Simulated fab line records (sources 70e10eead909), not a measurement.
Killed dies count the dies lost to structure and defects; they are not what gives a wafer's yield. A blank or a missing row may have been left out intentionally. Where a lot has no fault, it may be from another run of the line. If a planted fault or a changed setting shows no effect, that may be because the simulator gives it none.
The tool behind it: which one?	flow nand_harc	24 lots with 72 wafers sampled at 6 steps, on a route of 1159 steps

== WHAT THE GAUGES READ, wafer by wafer ==
No reading from a measuring or inspecting step in the record can be judged against a usual standard deviation.

== WHICH TOOL RAN EACH LOT (tool, then ch and the chambers of the sampled wafers, then the start) ==
lot	NHARC_P_STI_ETCH_15	NHARC_P_GATE_HM_DEP_102	NHARC_P_GATE_ETCH_114	NHARC_P_GATE_STRIP_101	NHARC_P_GATE_DEGAS_109	NHARC_P_CONTACT_ETCH_18
L074	rie_si-01 ch 2,3, day 2 07:56	acl_dep-02 ch 0, day 4 08:20	rie_diel-07 ch 0,1,2, day 4 20:38 or earlier	rie_diel-07 ch 1,3, day 4 20:38	pvd_sputter-02, day 5 03:12	rie_diel-01 ch 2,3, no start
L075	rie_si-02 ch 1,2,3, day 2 19:17	acl_dep-02 ch 0, day 4 23:43	rie_diel-09 ch 1,2, day 5 12:13 or earlier	rie_diel-07 ch 2,3, day 5 12:13	pvd_sputter-01, day 5 18:52	rie_diel-08 ch 0,1,2, no start
L076	rie_si-05 ch 0,1,2, day 2 23:52	acl_dep-02 ch 0, day 5 02:19	rie_diel-09 ch 1,2,3, day 5 14:53 or earlier	rie_diel-07 ch 0,2,3, day 5 14:53	pvd_sputter-01, day 5 21:22	rie_diel-03 ch 1,2, no start
L077	rie_si-05 ch 0,1, day 3 05:14	acl_dep-03 ch 0, day 5 02:00	rie_diel-07 ch 1,3, day 5 14:11 or earlier	rie_diel-09 ch 0,2, day 5 14:11	pvd_sputter-03, day 5 20:49	rie_diel-08 ch 1,3, no start
L078	rie_si-01 ch 1,2, day 3 14:27	acl_dep-02 ch 0, day 5 14:47	rie_diel-07 ch 1,2, day 6 03:31 or earlier	rie_diel-07 ch 0,1,3, day 6 03:31	pvd_sputter-02, day 6 10:20	rie_diel-03 ch 0,1,2, no start
L079	rie_si-02 ch 0,1,2, day 3 14:38	acl_dep-03 ch 0, day 5 14:47	rie_diel-10 ch 1,2,3, day 6 03:24 or earlier	rie_diel-10 ch 1,2,3, day 6 03:24	pvd_sputter-01, day 6 10:08	rie_diel-03 ch 0,1,2, no start
L080	rie_si-05 ch 0,1, day 3 23:22	acl_dep-03 ch 0, day 6 05:35	rie_diel-07 ch 0,1,3, day 6 20:01 or earlier	rie_diel-07 ch 1,3, day 6 20:01	pvd_sputter-03, day 7 02:22	rie_diel-01 ch 0,2,3, no start
L081	rie_si-02 ch 0,2,3, day 4 05:30	acl_dep-01 ch 0, day 6 09:53	rie_diel-09 ch 2,3, day 6 22:42 or earlier	rie_diel-07 ch 0,2,3, day 6 22:42	pvd_sputter-01, day 7 05:15	rie_diel-01 ch 0,1,3, no start
L082	rie_si-01 ch 1,2, day 4 12:02	acl_dep-02 ch 0, day 6 17:28	rie_diel-07 ch 1,3, day 7 06:08 or earlier	rie_diel-10 ch 1,3, day 7 06:08	pvd_sputter-03, day 7 12:41	rie_diel-03 ch 0,2,3, no start
L083	rie_si-05 ch 0,2,3, day 4 20:05	acl_dep-02 ch 0, day 7 04:46	rie_diel-09 ch 0,2,3, day 7 17:10 or earlier	rie_diel-09 ch 0,2,3, day 7 17:10	pvd_sputter-03, day 7 23:34	rie_diel-03 ch 1,2,3, no start
L084	rie_si-02 ch 0,1, day 4 20:13	acl_dep-02 ch 0, day 7 04:20	rie_diel-09 ch 1,3, day 7 16:22 or earlier	rie_diel-10 ch 0,1,3, day 7 16:22	pvd_sputter-02, day 7 22:53	rie_diel-08 ch 0,1, no start
L085	rie_si-05 ch 0,2,3, day 5 06:06	acl_dep-03 ch 0, day 8 01:50	rie_diel-10 ch 0,1,2, day 8 14:17 or earlier	rie_diel-07 ch 0,1,2, day 8 14:17	pvd_sputter-02, day 8 21:33	rie_diel-03 ch 1,2,3, no start
L087	rie_si-02 ch 0,2, day 5 17:20	acl_dep-03 ch 0, day 8 02:35	rie_diel-09 ch 1,2,3, day 8 15:02 or earlier	rie_diel-07 ch 1,3, day 8 15:02	pvd_sputter-02, day 8 22:37	rie_diel-03 ch 0,2, no start
L086	rie_si-01 ch 0,3, day 5 17:30	acl_dep-01 ch 0, day 8 02:47	rie_diel-10 ch 1,2, day 8 15:28 or earlier	rie_diel-09 ch 1,3, day 8 15:28	pvd_sputter-03, day 8 23:32	rie_diel-08 ch 0,2,3, no start
L088	rie_si-01 ch 2,3, day 6 01:22	acl_dep-03 ch 0, day 8 12:19	rie_diel-07 ch 0,1, day 9 00:41 or earlier	rie_diel-07 ch 1,3, day 9 00:41	pvd_sputter-01, day 9 07:11	rie_diel-08 ch 0,1,3, no start
L089	rie_si-02 ch 0,1, day 6 11:41	acl_dep-01 ch 0, day 8 19:26	rie_diel-09 ch 0,2, day 9 07:46 or earlier	rie_diel-07 ch 0,1,3, day 9 07:46	pvd_sputter-03, day 9 14:24	rie_diel-03 ch 2,3, no start
L090	rie_si-05 ch 1,2,3, day 6 11:43	acl_dep-01 ch 0, day 8 20:11	rie_diel-09 ch 0,2,3, day 9 08:34 or earlier	rie_diel-09 ch 0,1,2, day 9 08:34	pvd_sputter-02, day 9 15:32	rie_diel-08 ch 1,2,3, no start
L091	rie_si-01 ch 1,2,3, day 6 19:01	acl_dep-01 ch 0, day 9 00:08	rie_diel-10 ch 2,3, day 9 13:11 or earlier	rie_diel-09 ch 0,2, day 9 13:11	pvd_sputter-01, day 9 19:22	rie_diel-03 ch 0,3, no start
L092	rie_si-01 ch 0,2,3, day 7 00:45	acl_dep-01 ch 0, day 9 00:46	rie_diel-07 ch 1,2,3, day 9 14:09 or earlier	rie_diel-09 ch 1,2,3, day 9 14:09	pvd_sputter-01, day 9 20:35	rie_diel-08 ch 0,1,2, no start
L093	rie_si-01 ch 2,3, day 7 07:35	acl_dep-02 ch 0, day 9 14:53	rie_diel-10 ch 1,2, day 10 03:49 or earlier	rie_diel-10 ch 0,2,3, day 10 03:49	pvd_sputter-03, day 10 10:23	rie_diel-03 ch 0,1,2, no start
L095	rie_si-02 ch 0,1,3, day 7 15:38	acl_dep-03 ch 0, day 9 14:23	rie_diel-07 ch 0,2,3, day 10 04:11 or earlier	rie_diel-10 ch 0,1,2, day 10 04:11	pvd_sputter-02, day 10 10:46	rie_diel-08 ch 0,1, no start
L094	rie_si-05 ch 0,2,3, day 7 15:46	acl_dep-01 ch 0, day 9 14:58	rie_diel-09 ch 1,2,3, day 10 04:17 or earlier	rie_diel-09 ch 0,1,3, day 10 04:17	pvd_sputter-02, day 10 11:10	rie_diel-03 ch 1,2,3, no start
L096	rie_si-01 ch 0,1, day 7 23:19	acl_dep-03 ch 0, day 10 01:34	rie_diel-07 ch 0,2,3, day 10 13:55 or earlier	rie_diel-09 ch 0,2,3, day 10 13:55	pvd_sputter-03, day 10 20:20	rie_diel-03 ch 2,3, no start
L097	rie_si-01 ch 2,3, day 8 05:08	acl_dep-02 ch 0, day 10 04:48	rie_diel-10 ch 0,2, day 10 19:04 or earlier	rie_diel-09 ch 0,1,2, day 10 19:04	pvd_sputter-03, day 11 02:07	rie_diel-03 ch 0,2, no start
- NHARC_P_STI_ETCH_15: etches the open film in HBr/Cl2, target depth 300 nm, time 100.1 s.
- NHARC_P_GATE_HM_DEP_102: deposits aC, target thk 120 nm.
- NHARC_P_GATE_ETCH_114: etches the open film in CF4/O2, target depth 30 nm, overetch 3 nm, time 16.5 s.
- NHARC_P_GATE_STRIP_101: strips in O2, time 20 s.
- NHARC_P_GATE_DEGAS_109: time 60 s.
- NHARC_P_CONTACT_ETCH_18: etches the open film in C4F8/O2/Ar, target depth 481 nm, time 240.5 s.

== WHAT THE TOOLS THEMSELVES READ (means of the sampled wafers that have a number; where no wafer has one, the mark that the record gives instead) ==
NHARC_P_STI_ETCH_15. Usual: drypump_motor_current_A 5.8 A, standard deviation 0.38; oes_product_au 0.998 a.u., standard deviation 0.012; rf_fwd_power_W 397.7 W, standard deviation 1.3; throttle_valve_pct 26.406 %, standard deviation 0.0092.
lot	tool	drypump_motor_current_A (A)	oes_product_au (a.u.)	rf_fwd_power_W (W)	throttle_valve_pct (%)	flag
L074	rie_si-01	6.0	1.001	397.1	26.402	
L075	rie_si-02	5.6	0.994	397.0	26.415	
L076	rie_si-05	5.8	1.009	397.7	26.412	
L077	rie_si-05	5.5	0.999	398.3	26.411	
L078	rie_si-01	5.8	0.994	397.7	26.412	
L079	rie_si-02	5.7	0.999	397.5	26.409	
L080	rie_si-05	5.6	1.004	398.1	26.405	
L081	rie_si-02	5.7	0.989	397.6	26.401	
L082	rie_si-01	5.8	0.996	398.9	26.401	
L083	rie_si-05	6.1	0.990	396.9	26.410	
L084	rie_si-02	6.0	0.993	398.2	26.409	
L085	rie_si-05	6.0	0.986	397.4	26.407	
L087	rie_si-02	5.7	0.998	397.1	26.404	
L086	rie_si-01	5.9	0.996	397.5	26.399	
L088	rie_si-01	6.1	0.996	398.0	26.407	
L089	rie_si-02	6.0	0.994	397.5	26.398	
L090	rie_si-05	6.0	1.002	397.2	26.406	
L091	rie_si-01	6.0	1.004	398.3	26.408	
L092	rie_si-01	5.8	1.004	397.4	26.399	
L093	rie_si-01	6.0	1.007	397.7	26.405	
L095	rie_si-02	6.0	0.987	397.0	26.407	
L094	rie_si-05	6.0	1.000	396.4	26.411	
L096	rie_si-01	5.6	1.000	397.3	26.397	
L097	rie_si-01	6.0	1.006	397.8	26.399	

NHARC_P_GATE_HM_DEP_102. Usual: 35.000 % for throttle_valve_pct, sd 0.0087.
lot	tool	throttle_valve_pct (%)	flag
L074	acl_dep-02	35.002	
L075	acl_dep-02	34.995	
L076	acl_dep-02	34.998	
L077	acl_dep-03	35.005	
L078	acl_dep-02	35.000	
L079	acl_dep-03	34.994	
L080	acl_dep-03	35.009	
L081	acl_dep-01	34.997	
L082	acl_dep-02	35.006	
L083	acl_dep-02	35.002	
L084	acl_dep-02	34.995	
L085	acl_dep-03	34.992	
L087	acl_dep-03	35.001	
L086	acl_dep-01	34.994	
L088	acl_dep-03	35.006	
L089	acl_dep-01	34.998	
L090	acl_dep-01	35.001	
L091	acl_dep-01	35.003	
L092	acl_dep-01	35.005	
L093	acl_dep-02	34.997	
L095	acl_dep-03	34.994	
L094	acl_dep-01	34.995	
L096	acl_dep-03	34.998	
L097	acl_dep-02	34.999	

NHARC_P_GATE_ETCH_114. Usual: drypump_motor_current_A 5.8 A, standard deviation 0.43; oes_product_au 0.999 a.u., standard deviation 0.011; rf_fwd_power_W 294.6 W, standard deviation 1.7; rf_vpp_V 198.3 V, standard deviation 1.4; showerhead_plenum_p_Torr 1.36 Torr, standard deviation 0.061; throttle_valve_pct 13.398 %, standard deviation 0.0092.
lot	tool	drypump_motor_current_A (A)	oes_product_au (a.u.)	rf_fwd_power_W (W)	rf_vpp_V (V)	showerhead_plenum_p_Torr (Torr)	throttle_valve_pct (%)	flag
L074	rie_diel-07	6.0	1.000	294.4	198.5	1.33	13.395	
L075	rie_diel-09	5.8	0.989	293.7	198.8	1.39	13.396	
L076	rie_diel-09	5.5	1.004	293.5	200.1	1.41	13.398	
L077	rie_diel-07	6.1	1.000	294.4	197.9	1.33	13.398	
L078	rie_diel-07	5.7	1.006	294.4	196.9	1.29	13.405	
L079	rie_diel-10	5.8	0.991	294.8	196.3	1.28	13.390	
L080	rie_diel-07	6.2	0.994	294.3	197.9	1.36	13.398	
L081	rie_diel-09	5.6	1.001	291.8	200.0	1.43	13.394	
L082	rie_diel-07	6.1	1.005	294.4	198.2	1.34	13.407	
L083	rie_diel-09	5.6	1.001	294.4	198.8	1.41	13.402	
L084	rie_diel-09	5.3	1.015	293.8	199.9	1.40	13.399	
L085	rie_diel-10	6.2	0.998	296.6	197.5	1.31	13.404	
L087	rie_diel-09	5.6	1.004	293.6	198.8	1.40	13.397	
L086	rie_diel-10	6.3	1.007	295.9	197.2	1.28	13.400	
L088	rie_diel-07	6.2	0.990	294.2	198.0	1.34	13.399	
L089	rie_diel-09	5.8	0.993	295.2	199.1	1.39	13.395	
L090	rie_diel-09	5.6	0.999	292.4	199.2	1.41	13.397	
L091	rie_diel-10	6.0	0.996	295.1	199.7	1.45	13.397	
L092	rie_diel-07	5.9	0.999	294.7	197.0	1.31	13.394	
L093	rie_diel-10	6.3	1.000	295.6	199.8	1.41	13.404	
L095	rie_diel-07	5.9	0.990	294.4	196.7	1.34	13.406	
L094	rie_diel-09	5.5	1.007	294.0	199.2	1.40	13.399	
L096	rie_diel-07	6.0	1.000	295.1	198.1	1.34	13.405	
L097	rie_diel-10	6.3	0.990	296.0	197.8	1.36	13.394	

NHARC_P_GATE_STRIP_101. Usual: drypump_motor_current_A 5.9 A, standard deviation 0.42; oes_product_au 0.999 a.u., standard deviation 0.012; rf_vpp_V 57.9 V, standard deviation 0.87; showerhead_plenum_p_Torr 3.58 Torr, standard deviation 0.14; throttle_valve_pct 17.036 %, standard deviation 0.009.
lot	tool	drypump_motor_current_A (A)	oes_product_au (a.u.)	rf_vpp_V (V)	showerhead_plenum_p_Torr (Torr)	throttle_valve_pct (%)	flag
L074	rie_diel-07	6.1	1.005	56.9	3.55	17.044	
L075	rie_diel-07	5.7	1.007	57.7	3.43	17.037	
L076	rie_diel-07	5.9	1.000	58.5	3.54	17.036	
L077	rie_diel-09	5.9	0.986	58.7	3.69	17.044	
L078	rie_diel-07	6.2	0.983	57.9	3.58	17.030	
L079	rie_diel-10	5.8	0.994	58.2	3.40	17.038	
L080	rie_diel-07	6.1	1.001	57.2	3.51	17.046	
L081	rie_diel-07	5.9	0.997	57.7	3.54	17.030	
L082	rie_diel-10	5.5	1.000	57.7	3.50	17.032	
L083	rie_diel-09	5.6	1.001	58.0	3.72	17.033	
L084	rie_diel-10	5.6	1.001	57.8	3.46	17.037	
L085	rie_diel-07	6.0	0.978	58.2	3.50	17.027	
L087	rie_diel-07	6.1	1.010	57.0	3.54	17.042	
L086	rie_diel-09	5.6	1.005	57.5	3.63	17.038	
L088	rie_diel-07	6.1	0.997	58.1	3.51	17.034	
L089	rie_diel-07	6.2	0.990	57.7	3.58	17.035	
L090	rie_diel-09	5.9	0.992	58.7	3.67	17.033	
L091	rie_diel-09	5.8	0.997	58.5	3.73	17.049	
L092	rie_diel-09	5.5	1.005	57.7	3.69	17.036	
L093	rie_diel-10	5.9	0.999	58.5	3.70	17.029	
L095	rie_diel-10	6.2	0.994	57.5	3.63	17.043	
L094	rie_diel-09	5.6	1.012	57.5	3.63	17.036	
L096	rie_diel-09	5.6	1.005	58.7	3.70	17.034	
L097	rie_diel-09	5.8	0.995	57.9	3.66	17.032	

NHARC_P_GATE_DEGAS_109. Usual: 466 W for heater_power_w, sd 38.
lot	tool	heater_power_w (W)	flag
L074	pvd_sputter-02	472	
L075	pvd_sputter-01	422	
L076	pvd_sputter-01	444	
L077	pvd_sputter-03	486	
L078	pvd_sputter-02	448	
L079	pvd_sputter-01	423	
L080	pvd_sputter-03	500	
L081	pvd_sputter-01	431	
L082	pvd_sputter-03	502	
L083	pvd_sputter-03	484	
L084	pvd_sputter-02	462	
L085	pvd_sputter-02	458	
L087	pvd_sputter-02	456	
L086	pvd_sputter-03	505	
L088	pvd_sputter-01	436	
L089	pvd_sputter-03	477	
L090	pvd_sputter-02	478	
L091	pvd_sputter-01	435	
L092	pvd_sputter-01	437	
L093	pvd_sputter-03	482	
L095	pvd_sputter-02	461	
L094	pvd_sputter-02	457	
L096	pvd_sputter-03	501	
L097	pvd_sputter-03	506	

NHARC_P_CONTACT_ETCH_18. Usual: oes_product_au 0.962 a.u., standard deviation 0.022; rf_fwd_power_W 598.0 W, standard deviation 1.9; rf_vpp_V 975 V, standard deviation 5.
lot	tool	oes_product_au (a.u.)	rf_fwd_power_W (W)	rf_vpp_V (V)	flag
L074	rie_diel-01	0.969	597.5	975	
L075	rie_diel-08	0.970	597.4	977	
L076	rie_diel-03	0.938	599.2	971	
L077	rie_diel-08	0.957	598.5	974	
L078	rie_diel-03	0.968	599.6	972	
L079	rie_diel-03	0.978	599.9	972	
L080	rie_diel-01	0.958	600.3	979	
L081	rie_diel-01	0.956	598.7	984	
L082	rie_diel-03	0.967	597.4	976	
L083	rie_diel-03	0.924	598.1	974	
L084	rie_diel-08	0.971	598.9	982	
L085	rie_diel-03	0.966	598.5	974	
L087	rie_diel-03	0.975	600.4	973	
L086	rie_diel-08	0.943	598.0	976	
L088	rie_diel-08	0.961	597.9	979	
L089	rie_diel-03	0.963	596.4	975	
L090	rie_diel-08	0.966	597.2	974	
L091	rie_diel-03	0.966	597.9	978	
L092	rie_diel-08	0.941	599.5	978	
L093	rie_diel-03	0.983	597.8	972	
L095	rie_diel-08	0.958	597.5	983	
L094	rie_diel-03	0.982	595.3	974	
L096	rie_diel-03	0.968	598.4	975	
L097	rie_diel-03	0.970	596.1	973	

== THE ANSWER, worked out from the rows above alone ==
Rule: a lot is off if the mean of its wafers that have a number lies more than 3 standard deviations from the usual mean. Also off: a lot with no number at a reading for which 4 or more lots have one. All remaining lots with rows at the step are treated as sound. Order of review: gauges by route order, followed by the tools' own readings, for which a lot's mean as printed above is used. The first step at which some lot is off is used, and at that step the reading that is off furthest; a lot without a number counts as furthest.
Nothing can be told from this: no lot is off at any reading shown.

== WHAT THE SIMULATOR HAD PUT IN ==
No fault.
